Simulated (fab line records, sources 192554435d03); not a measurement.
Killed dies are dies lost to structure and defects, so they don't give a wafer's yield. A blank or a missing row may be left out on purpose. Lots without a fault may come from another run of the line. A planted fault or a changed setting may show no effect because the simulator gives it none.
Which tool did it? | flow n5_finfet | 24 lots, 72 wafers sampled, at 2 steps of a route of 1938

WHAT THE GAUGES READ, wafer by wafer
N5_BEOL_M5_INSPECT_30: inspects for defects (brightfield).
lot  | measured     | on                | raw_defect_count
L074 | day 8 06:44  | defect_inspect-01 | 531 300 330
L075 | day 8 06:57  | defect_inspect-02 | 357 397 451
L076 | day 8 13:37  | defect_inspect-02 | 392 594 549
L077 | day 9 04:45  | defect_inspect-01 | 205 207 243
L078 | day 9 13:38  | defect_inspect-02 | 521 407 464
L079 | day 9 15:42  | defect_inspect-01 | 325 312 334
L080 | day 9 20:25  | defect_inspect-02 | 389 301 368
L081 | day 9 22:31  | defect_inspect-02 | 466 509 458
L082 | day 10 11:23 | defect_inspect-02 | 558 407 449
L083 | day 10 21:26 | defect_inspect-02 | 351 295 264
L085 | day 11 00:27 | defect_inspect-02 | 306 414 410
L084 | day 11 04:10 | defect_inspect-01 | 481 554 419
L086 | day 11 05:44 | defect_inspect-02 | 274 326 329
L087 | day 11 06:29 | defect_inspect-01 | 397 458 401
L088 | day 11 11:33 | defect_inspect-02 | 369 555 445
L089 | day 12 18:17 | defect_inspect-01 | 340 337 354
L091 | day 12 17:54 | defect_inspect-02 | 652 439 451
L090 | day 12 18:07 | defect_inspect-02 | 351 343 465
L093 | day 13 00:24 | defect_inspect-02 | 453 514 294
L092 | day 13 00:27 | defect_inspect-02 | 509 405 390
L094 | day 13 15:13 | defect_inspect-02 | 267 366 356
L095 | day 13 20:26 | defect_inspect-02 | 435 372 527
L096 | day 13 23:49 | defect_inspect-02 | 512 641 508
L097 | day 14 04:09 | defect_inspect-01 | 472 422 407

WHICH TOOL RAN EACH LOT (tool, then ch and the chambers of the sampled wafers, then the start)
lot  | N5_BEOL_M5_DESCUM_16
L074 | rie_diel-04 ch 0,2,3, day 7 23:48
L075 | rie_diel-01 ch 1,3, day 8 03:07
L076 | rie_diel-01 ch 0,1,3, day 8 06:38
L077 | rie_diel-04 ch 1,2, day 9 03:43
L078 | rie_diel-05 ch 1,3, day 9 12:22
L079 | rie_diel-01 ch 0,2,3, day 9 13:01
L080 | rie_diel-05 ch 2,3, day 9 16:18
L081 | rie_diel-04 ch 1,2, day 9 21:32
L082 | rie_diel-01 ch 0,1,2, day 10 10:12
L083 | rie_diel-01 ch 0,3, day 10 19:10
L085 | rie_diel-04 ch 2,3, day 10 23:03
L084 | rie_diel-04 ch 1,2, day 11 01:43
L086 | rie_diel-05 ch 1,2,3, day 11 04:48
L087 | rie_diel-04 ch 1,3, day 11 05:20
L088 | rie_diel-04 ch 1,2,3, day 11 10:04
L089 | rie_diel-04 ch 0,1, day 12 16:35
L091 | rie_diel-05 ch 0,1,2, day 12 16:41
L090 | rie_diel-05 ch 0,1,2, day 12 16:55
L093 | rie_diel-01 ch 0,2,3, day 12 19:49
L092 | rie_diel-05 ch 0,1,2, day 12 19:50
L094 | rie_diel-04 ch 0,1,3, day 13 14:23
L095 | rie_diel-01 ch 2,3, day 13 16:11
L096 | rie_diel-05 ch 1,2, day 13 22:00
L097 | rie_diel-04 ch 0,1,2, day 14 01:16
- N5_BEOL_M5_DESCUM_16: chemistry O2, time 7 s.

WHAT THE TOOLS THEMSELVES READ (means of the sampled wafers that have a number; where no wafer has one, the mark that the record gives instead)
N5_BEOL_M5_DESCUM_16.
lot  | tool        | bias_power_w (W) | drypump_motor_current_A (A) | oes_product_au (a.u.) | rf_fwd_power_W (W) | rf_vpp_V (V) | showerhead_plenum_p_Torr (Torr) | throttle_valve_pct (%)
L074 | rie_diel-04 | 19.95            | 6.1                         | 0.71                  | 49.14              | 243.7        | 2.09                            | 20.51
L075 | rie_diel-01 | 20.06            | 5.4                         | 0.86                  | 49.38              | 244.2        | 2.13                            | 20.23
L076 | rie_diel-01 | 20.01            | 5.8                         | 0.86                  | 49.08              | 243.1        | 2.16                            | 20.34
L077 | rie_diel-04 | 20.02            | 5.9                         | 0.77                  | 49.37              | 242.7        | 2.08                            | 20.56
L078 | rie_diel-05 | 19.94            | 6.0                         | 0.76                  | 49.36              | 241.9        | 2.03                            | 20.74
L079 | rie_diel-01 | 20.02            | 5.7                         | 0.87                  | 49.28              | 243.7        | 2.13                            | 20.48
L080 | rie_diel-05 | 20.01            | 5.9                         | 0.78                  | 49.18              | 243.9        | 2.09                            | 20.60
L081 | rie_diel-04 | 19.96            | 5.9                         | 0.76                  | 49.46              | 242.5        | 2.07                            | 20.56
L082 | rie_diel-01 | 20.02            | 5.9                         | 0.87                  | 49.18              | 243.3        | 2.13                            | 20.28
L083 | rie_diel-01 | 19.96            | 5.7                         | 0.84                  | 49.38              | 244.2        | 2.16                            | 20.55
L085 | rie_diel-04 | 19.98            | 5.8                         | 0.89                  | 48.98              | 243.1        | 2.08                            | 20.12
L084 | rie_diel-04 | 19.98            | 6.2                         | 0.74                  | 49.70              | 242.0        | 2.03                            | 20.65
L086 | rie_diel-05 | 19.97            | 5.8                         | 0.75                  | 49.30              | 241.9        | 2.06                            | 20.60
L087 | rie_diel-04 | 19.97            | 5.5                         | 0.83                  | 49.25              | 243.0        | 2.12                            | 20.29
L088 | rie_diel-04 | 20.05            | 5.8                         | 0.81                  | 49.19              | 243.1        | 2.08                            | 20.36
L089 | rie_diel-04 | 20.02            | 6.2                         | 0.90                  | 49.44              | 243.8        | 2.12                            | 20.32
L091 | rie_diel-05 | 19.97            | 5.6                         | 0.74                  | 49.49              | 243.2        | 2.08                            | 20.41
L090 | rie_diel-05 | 19.94            | 5.5                         | 0.74                  | 49.47              | 243.8        | 2.08                            | 20.41
L093 | rie_diel-01 | 19.99            | 5.7                         | 0.84                  | 49.29              | 243.4        | 2.12                            | 20.51
L092 | rie_diel-05 | 20.01            | 5.6                         | 0.74                  | 49.25              | 242.6        | 2.08                            | 20.41
L094 | rie_diel-04 | 19.98            | 5.8                         | 0.86                  | 49.34              | 243.5        | 2.12                            | 20.22
L095 | rie_diel-01 | 19.96            | 5.3                         | 0.85                  | 49.38              | 242.8        | 2.07                            | 20.53
L096 | rie_diel-05 | 19.99            | 5.6                         | 0.71                  | 49.62              | 241.7        | 2.02                            | 20.61
L097 | rie_diel-04 | 20.02            | 6.2                         | 0.80                  | 49.40              | 242.3        | 2.07                            | 20.51

THE ANSWER, worked out from the rows above alone
Rule: what is usual is taken from the lots themselves. Put in order of their means at a reading, lots are off if they are a third of the lots or fewer, leave a main group of 4 or more, and stand apart from it by a gap of 3 or more times the standard deviation of the main group's means; of several such gaps the widest counts. A main group whose means are all the same, to the digits that the tables above print for the reading, isn't used. A lot without any number at a reading at which 4 lots or more have one is off too. The other lots that the step has rows for count as sound. The gauges are gone through in route order, then the tools' own readings, and for those a lot's mean is taken as printed above. The first step at which some lot is off is used, and at that step the reading that is off furthest; a lot without a number counts as furthest.
No lot is off at any reading shown: from this, nothing can be told.

WHAT THE SIMULATOR HAD PUT IN
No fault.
